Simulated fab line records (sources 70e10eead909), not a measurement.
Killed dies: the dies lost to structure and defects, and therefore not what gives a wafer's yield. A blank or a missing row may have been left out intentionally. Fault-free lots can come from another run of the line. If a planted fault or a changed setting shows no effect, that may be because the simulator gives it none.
fab line records	flow nand-harc
[record] lots = 7	wafers = 20	last-day = 32
route steps=1302 shown A_CHANNEL_HOLE_D2@608 A_CHANNEL_FILL_D2@610 END@1302
lots that met no fault: from a run of the same line without faults
start-h: hours from the record's first day to the start of the lot's first wafer shown	wait-h: hours elapsed since this lot's preceding step	" identical to the entry in the row above	L1.1+2: a single row standing in for several wafers	- no value, or no start was given	* or withheld: withheld	< > ~ a bound
route shown NAME@n: names a module that has steps shown in the file, with the first one's number in the route	usual: average and standard deviation across the fault-free wafers	same: alike in all rows	chamber/n: place in a boat	sites: the reading at each site	_std_site: their standard deviation	_edge_site: outer sites' mean less inner sites'	radius-mm: for every site, how far away it sits from the centre of the wafer	mask NAME#n: copy n	behind: the most recent tool/chamber to have shaped the wafer	hold: why the lot was held/for how many hours/how that ended	device: the n, p or np transistor that did not switch	end of line: tests run on the same wafers once the route is complete	for a step that has no rows: nothing shown but its recipe	killed: dies lost to structure and defects at the first sort, not the wafer's yield	map: shows each die of a wafer: x if killed, . if not, _ if none is there
set.NAME: the setting as run; set.NAME@STEP: as run at that earlier step	model.NAME: the simulator's own value behind a step, which no gauge read
lots at selected steps of the route; one table per step, one row per wafer
services: when a tool's chamber went out of use (start-h, in hours from the record's first day, below 0 if earlier), for how many hours, and the reason
[[steps]]
[step NHARC_A_CHANNEL_HOLE_D2_XSEM_32]
[recipe] landing-energy-ev = 35000
[usual] bot-cd-nm = 74.5/1.3	bow-nm = 8.68/0.3	tilt-deg = 0.08/0.045
lot.wafer	tool	chamber	start-h	wait-h	bot-cd-nm	bow-nm	tilt-deg
L459.1	xsem-01	0	288.82	0.1	75.2	9.03	0.03
L459.2	"	0	"	"	76.2	8.98	0.03
L459.6	"	0	"	"	73.5	9.16	0.04
L461.1	xsem-02	0	306.18	0.1	72.7	9.27	0.18
L461.3	"	0	"	"	74.9	9.32	0.18
L461.4	"	0	"	"	71.4	9.29	0.18
L468.4	xsem-01	0	399.34	0.1	74.0	8.78	0.12
L468.5	"	0	"	"	74.7	8.80	0.12
L470.1	xsem-02	0	410.08	0.1	72.9	8.58	0.11
L470.4	"	0	"	"	74.5	8.52	0.11
L470.5	"	0	"	"	75.2	8.58	0.11
L469.3	xsem-01	0	414.03	0.1	75.4	8.61	0.00
L469.4	"	0	"	"	75.6	8.60	0.01
L469.6	"	0	"	"	75.7	8.57	0.00
L474.3	xsem-01	0	454.60	0.1	76.0	8.44	0.08
L474.5	"	0	"	"	75.6	8.47	0.08
L474.6	"	0	"	"	75.3	8.45	0.08
L478.2	xsem-02	0	502.40	0.1	73.6	8.79	0.07
L478.3	"	0	"	"	72.2	8.67	0.07
L478.6	"	0	"	"	74.9	8.65	0.07
[step NHARC_A_CHANNEL_HOLE_D2_INSPECT_40]
[usual] raw-defect-count = 267/86
lot.wafer	tool	chamber	start-h	wait-h	raw-defect-count
L459.1	defect-inspect-02	-	288.91	-	208
L459.2	"	-	"	"	202
L459.6	"	-	"	"	165
L461.1	defect-inspect-01	-	306.28	-	169
L461.3	"	-	"	"	132
L461.4	"	-	"	"	232
L468.4	defect-inspect-01	-	399.43	-	413
L468.5	"	-	"	"	455
L470.1	defect-inspect-01	-	410.18	-	283
L470.4	"	-	"	"	425
L470.5	"	-	"	"	262
L469.3	defect-inspect-02	-	414.12	-	174
L469.4	"	-	"	"	149
L469.6	"	-	"	"	227
L474.3	defect-inspect-01	-	454.69	-	226
L474.5	"	-	"	"	224
L474.6	"	-	"	"	280
L478.2	defect-inspect-01	-	502.49	-	246
L478.3	"	-	"	"	336
L478.6	"	-	"	"	312
[step NHARC_A_CHANNEL_FILL_D2_PRECLEAN_00]
[recipe] time-s = *	temp-c = 50	bath-age-min = 0	chemistry = SC1
[step NHARC_A_CHANNEL_FILL_D2_SRD_01]
[step NHARC_A_CHANNEL_FILL_D2_ALD_02]
[recipe] target-thk-a = 60	pulse-time-s = 10	ald-cycles = 60	temp-c = 300	material = SiO2
[usual] heater-power-outer-w = 259/28	heater-power-w = 470/44	precursor-pulse-height-rel = 1.000/0.02
lot.wafer	tool	chamber	start-h	wait-h	heater-power-outer-w	heater-power-w	precursor-pulse-height-rel
L459.1	ald-hk-03	3	289.10	-	262	487	1.046
L459.2	"	2	"	"	227	440	1.001
L459.6	"	0	"	"	258	466	0.971
L461.1	ald-hk-03	1	306.75	-	234	432	0.976
L461.3	"	2	"	"	218	448	1.019
L461.4	"	3	"	"	268	492	0.994
L468.4	ald-hk-03	3	400.07	-	270	487	1.023
L468.5	"	2	"	"	210	408	1.018
L470.4	ald-hk-01	1	410.38	-	319	554	0.952
L470.1	"	3	"	"	288	535	0.978
L470.5	"	1	"	"	324	545	0.979
L469.4	ald-hk-01	3	414.46	-	279	527	0.979
L469.3	"	0	"	"	239	469	0.980
L469.6	"	2	"	"	252	473	0.975
L474.3	ald-hk-01	2	457.75	-	254	500	0.979
L474.5	"	2	"	"	261	486	1.017
L474.6	"	3	"	"	291	531	1.023
L478.2	ald-hk-03	2	502.83	-	204	419	1.012
L478.3	"	3	"	"	259	493	0.970
L478.6	"	0	"	"	270	475	0.998
[step NHARC_A_CHANNEL_FILL_D2_ALD_03]
[recipe] target-thk-a = 60	pulse-time-s = 60	ald-cycles = 58	temp-c = 630	pressure-torr = 2	material = SiNx
[usual] chamber-pressure-Torr = 2.000/0.0038	precursor-pulse-height-rel = 1.003/0.02
lot.wafer	tool	chamber	start-h	wait-h	chamber-pressure-Torr	precursor-pulse-height-rel
L459.1	ald-sin-batch-02	0	-	-	1.994	0.992
L459.2	"	0	"	"	1.997	0.994
L459.6	"	0	"	"	1.993	0.984
L461.1	ald-sin-batch-02	0	-	-	2.002	0.988
L461.3	"	0	"	"	2.002	1.006
L461.4	"	0	"	"	2.002	1.017
L468.4	ald-sin-batch-02	0	-	-	2.000	0.977
L468.5	"	0	"	"	2.003	0.977
L470.1	ald-sin-batch-01	0	-	-	1.993	0.983
L470.4	"	0	"	"	2.002	1.015
L470.5	"	0	"	"	2.003	1.027
L469.3	ald-sin-batch-02	0	-	-	2.001	1.041
L469.4	"	0	"	"	1.998	0.997
L469.6	"	0	"	"	1.998	1.035
L474.3	ald-sin-batch-02	0	-	-	1.998	1.016
L474.5	"	0	"	"	2.005	1.027
L474.6	"	0	"	"	2.003	0.987
L478.2	ald-sin-batch-03	0	-	-	1.994	1.041
L478.3	"	0	"	"	1.991	0.995
L478.6	"	0	"	"	2.001	1.000
[step NHARC_A_CHANNEL_FILL_D2_ALD_14]
[recipe] target-thk-a = 25	pulse-time-s = 10	ald-cycles = 25	temp-c = 300	material = SiO2
[usual] heater-power-outer-w = 261/30	heater-power-w = 472/47	precursor-pulse-height-rel = 1.000/0.019
lot.wafer	tool	chamber	start-h	wait-h	heater-power-outer-w	heater-power-w	precursor-pulse-height-rel
L459.1	ald-hk-01	2	296.56	0.1	242	477	0.990
L459.2	"	0	"	"	240	452	0.961
L459.6	"	1	"	"	319	541	0.990
L461.1	ald-hk-03	0	313.64	0.0	257	461	0.998
L461.3	"	1	"	"	239	435	1.012
L461.4	"	2	"	"	222	451	1.033
L468.4	ald-hk-04	1	407.94	0.9	239	420	1.000
L468.5	"	3	"	"	247	422	1.009
L470.1	ald-hk-04	3	417.17	0.0	235	422	1.021
L470.4	"	2	"	"	247	413	0.992
L470.5	"	0	"	"	300	538	1.010
L469.3	ald-hk-03	3	421.31	0.0	265	499	0.994
L469.4	"	0	"	"	257	475	0.995
L469.6	"	0	"	"	261	468	0.998
L474.3	ald-hk-04	1	464.84	0.1	244	448	1.004
L474.5	"	3	"	"	242	424	0.982
L474.6	"	0	"	"	306	540	0.981
L478.3	ald-hk-01	1	507.13	0.1	325	534	1.000
L478.2	"	2	"	"	259	478	1.021
L478.6	"	3	"	"	283	523	1.003
[step NHARC_A_CHANNEL_FILL_D2_ALD_15]
[recipe] target-thk-a = 20	pulse-time-s = 60	ald-cycles = 19	temp-c = 630	pressure-torr = 2	material = SiNx
[step NHARC_A_CHANNEL_FILL_D2_ALD_16]
[recipe] target-thk-a = 15	pulse-time-s = 10	ald-cycles = 15	temp-c = 300	material = SiO2
[step NHARC_A_CHANNEL_FILL_D2_ANNEAL_17]
[recipe] temp-c = 850	time-s = 1800
[step NHARC_A_CHANNEL_FILL_D2_CVD_18]
[recipe] target-thk-a = 30	temp-c = 550	material = poly-Si
[step NHARC_A_CHANNEL_FILL_D2_ETCHBACK_19]
[recipe] target-depth-a = 50	time-s = 1.7	hbr-flow-sccm = 150	cl2-flow-sccm = 50	rf-w = 400	icp-w = 400	bias-w = 100	chemistry = HBr/Cl2
[usual] bias-w = 100.1/0.3	drypump-motor-current-A = 5.6/0.48	oes-product-au = 1.003/0.0085	throttle-valve-pct = 26.406/0.0096
lot.wafer	tool	chamber	start-h	wait-h	bias-w	drypump-motor-current-A	oes-product-au	rf-hours-counter-h	throttle-valve-pct
L459.2	rie-si-03	2	314.71	0.4	100.1	6.2	1.003	0.49	26.416
L459.1	"	1	"	"	99.7	5.7	0.995	0.41	26.406
L459.6	"	2	"	"	100.0	6.2	0.986	-	26.411
L461.3	rie-si-02	0	332.41	0.4	100.5	4.8	0.987	0.36	26.414
L461.4	"	1	"	"	99.8	5.8	1.002	0.41	26.393
L461.1	"	3	"	"	100.0	5.7	1.001	0.36	26.399
L468.4	rie-si-04	1	424.96	0.4	99.8	5.9	0.991	0.41	26.395
L468.5	"	1	"	"	100.5	5.9	0.993	-	26.416
L470.1	rie-si-03	2	434.29	0.4	100.6	6.2	1.000	0.09	26.407
L470.4	"	0	"	"	100.2	5.2	1.006	0.14	26.405
L470.5	"	2	"	"	99.9	6.3	1.005	-	26.397
L469.3	rie-si-03	3	438.32	0.4	100.1	6.0	1.005	0.26	26.396
L469.4	"	0	"	"	100.1	5.2	1.010	0.20	26.403
L469.6	"	2	"	"	99.8	6.3	1.004	-	26.407
L474.3	rie-si-02	0	481.29	0.4	99.4	4.8	1.005	-	26.414
L474.5	"	1	"	"	100.3	5.8	1.015	-	26.411
L474.6	"	0	"	"	99.8	4.8	1.005	-	26.412
L478.2	rie-si-03	1	524.05	0.4	100.0	5.8	0.998	0.73	26.396
L478.3	"	2	"	"	100.4	6.2	1.005	0.88	26.393
L478.6	"	3	"	"	99.4	6.0	1.009	-	26.413
[step NHARC_A_CHANNEL_FILL_D2_ETCHBACK_20]
[recipe] target-depth-a = 270	time-s = 13.5	c4f8-flow-sccm = withheld	o2-flow-sccm = 8	ar-flow-sccm = withheld	rf-w = 600	bias-w = 1500	chemistry = C4F8/O2/Ar
[usual] bias-w = 1500/4.3	oes-product-au = 1.002/0.019	rf-vpp-V = 977/4.6
lot.wafer	tool	chamber	start-h	wait-h	bias-w	oes-product-au	rf-hours-counter-h	rf-vpp-V
L459.1	rie-diel-13	3	314.84	-	1509	1.013	4	981
L459.2	"	0	"	"	1495	1.032	5	981
L459.6	"	1	"	"	1492	1.014	-	981
L461.1	rie-diel-13	2	332.54	-	1493	0.995	4	971
L461.3	"	3	"	"	1500	1.011	5	982
L461.4	"	0	"	"	1502	1.018	5	980
L468.4	rie-diel-13	3	425.08	-	1503	0.762	2	982
L468.5	"	0	"	"	1497	0.931	-	981
L470.1	rie-diel-13	0	434.42	-	1503	1.011	2	980
L470.4	"	3	"	"	1502	0.812	2	981
L470.5	"	0	"	"	1500	0.999	-	981
L469.4	rie-diel-13	0	438.44	-	1496	0.814	2	981
L469.3	"	1	"	"	1505	0.815	2	982
L469.6	"	2	"	"	1496	1.003	-	969
L474.3	rie-diel-08	2	481.44	-	1498	0.992	20	972
L474.5	"	0	"	"	1503	1.017	-	983
L474.6	"	1	"	"	1508	0.997	-	980
L478.2	rie-diel-06	3	524.22	-	1498	1.018	0	975
L478.3	"	0	"	"	1505	1.006	1	980
L478.6	"	2	"	"	1508	1.003	-	973
[step NHARC_A_CHANNEL_FILL_D2_STRIP_28]
[recipe] time-s = 20	o2-flow-sccm = 500	ar-flow-sccm = 0	bias-w = 0	chemistry = O2
[step NHARC_END_SORT_01]
[recipe] temp-c = 25
[usual] killed-at-array = 57/20	killed-at-other = 1.0/1.5	killed-at-periphery = 3.5/2.5	killed-dies = 62/21	killed-open = 3.5/1.9	killed-short = 2.4/1.6
[same] gross-dies = 677
lot.wafer	tool	chamber	start-h	wait-h	killed-at-array	killed-at-other	killed-at-periphery	killed-dies	killed-open	killed-short
L468.4	prober-02	0	664.86	3.4	121	3	4	128	5	3
L469.3	prober-01	0	668.69	3.1	129	2	2	133	4	4
L469.4	prober-01	0	669.49	3.4	118	0	2	120	1	5
L470.4	prober-02	0	682.50	3.4	104	1	4	109	7	2
// killed by level:class
L468.4 A_CHANNEL_HOLE_D1:chamber-film-flake=31 A_SLIT:chamber-film-flake=27 A_CHANNEL_FILL_D2:area-etchback=26 A_CHANNEL_HOLE_D2:chamber-film-flake=17 A_CONTACT:chamber-film-flake=11 THIN_TSV:chamber-film-flake=3 A_ONON_D1:geometric-particle:short=2 A_STAIRCASE:chamber-film-flake=2
L469.3 A_CHANNEL_FILL_D2:area-etchback=79 A_SLIT:chamber-film-flake=30 A_CHANNEL_HOLE_D1:chamber-film-flake=4 A_CHANNEL_FILL_D1:geometric-particle:open=2 A_WL_FILL:geometric-particle:short=2 A_CHANNEL_HOLE_D2:chamber-film-flake=2 A_STAIRCASE:chamber-film-flake=2 THIN_TSV:chamber-film-flake=2
L469.4 A_CHANNEL_FILL_D2:area-etchback=72 A_SLIT:chamber-film-flake=32 A_CHANNEL_HOLE_D1:chamber-film-flake=3 A_STAIRCASE:chamber-film-flake=3 P_M0:geometric-particle:short=1 A_ONON_D1:geometric-particle:short=1 A_ONON_D2:geometric-particle:short=1 A_CHANNEL_FILL_D2:geometric-particle:short=1
L470.4 A_CHANNEL_HOLE_D1:chamber-film-flake=37 A_CHANNEL_FILL_D2:area-etchback=30 A_CHANNEL_HOLE_D2:chamber-film-flake=20 A_STAIRCASE:chamber-film-flake=4 A_CONTACT:chamber-film-flake=3 A_ONON_D2:geometric-particle:open=2 A_M1:geometric-particle:open=2 P_STI:chamber-film-flake=2
[[services]]
tool	chamber	start-h	hours	kind
ald-sin-batch-02	-	266.00	26.0	pm
rie-si-02	-	277.00	9.0	pm
rie-diel-13	2	302.28	3.7	repair
ald-hk-01	-	302.94	10.0	pm
rie-diel-13	2	314.62	6.3	repair
rie-diel-13	0	326.27	3.7	repair
rie-si-03	-	327.44	1.8	repair
rie-diel-13	-	342.00	9.0	pm
ald-hk-03	-	352.34	0.8	repair
xsem-01	-	374.00	14.0	pm
ald-hk-03	-	390.00	10.0	pm
rie-si-03	-	398.00	9.0	pm
ald-sin-batch-02	-	415.46	1.5	repair
ald-hk-04	-	432.00	10.0	pm
ald-hk-01	-	443.82	2.5	repair
rie-si-02	-	454.00	9.0	pm
rie-si-03	3	475.59	13.3	repair
rie-si-03	1	478.48	8.0	repair
rie-diel-13	0	479.32	7.5	repair
ald-hk-01	-	480.94	10.0	pm
rie-diel-13	0	494.18	1.9	repair
rie-si-03	-	500.50	0.8	repair
rie-diel-13	-	519.00	9.0	pm
ald-hk-03	-	523.44	1.3	repair
[[key]]
[first-sign] step = NHARC_A_CHANNEL_FILL_D2_ETCHBACK_20	reading = oes-product-au	direction = down	sigmas = 11	usual = 1.002	struck = 0.801
[effect] step = NHARC_END_SORT_01	reading = killed-at-array	direction = up	sigmas = 3	usual = 57	struck = 118	wafers-moved = 3
[more-kills-born-at] NHARC_A_CHANNEL_FILL_D2_ETCHBACK_20@rie-diel-13 = 207
met-at NHARC_A_CHANNEL_FILL_D2_ETCHBACK_20
struck-wafers L468.4,L469.3,L469.4,L470.4
tester-left-out L468,L469,L470
onset-between 332.54 425.08
[fault] kind = process-parameter-drift	tool = rie-diel-13	chamber = -	onset-h = 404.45	steps = NHARC_A_CHANNEL_FILL_D2_ETCHBACK_20	channel = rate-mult	offset = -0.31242	shape = step	end-h = 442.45	scope = struck-wafers-only
// tester-left-out: of these lots the tester's yield and bins aren't shown, on N5 and GAA mostly nor the transistor test; their killed dies are dies lost to structure and defects alone, not to doping, threshold or leakage, so they don't give the yield
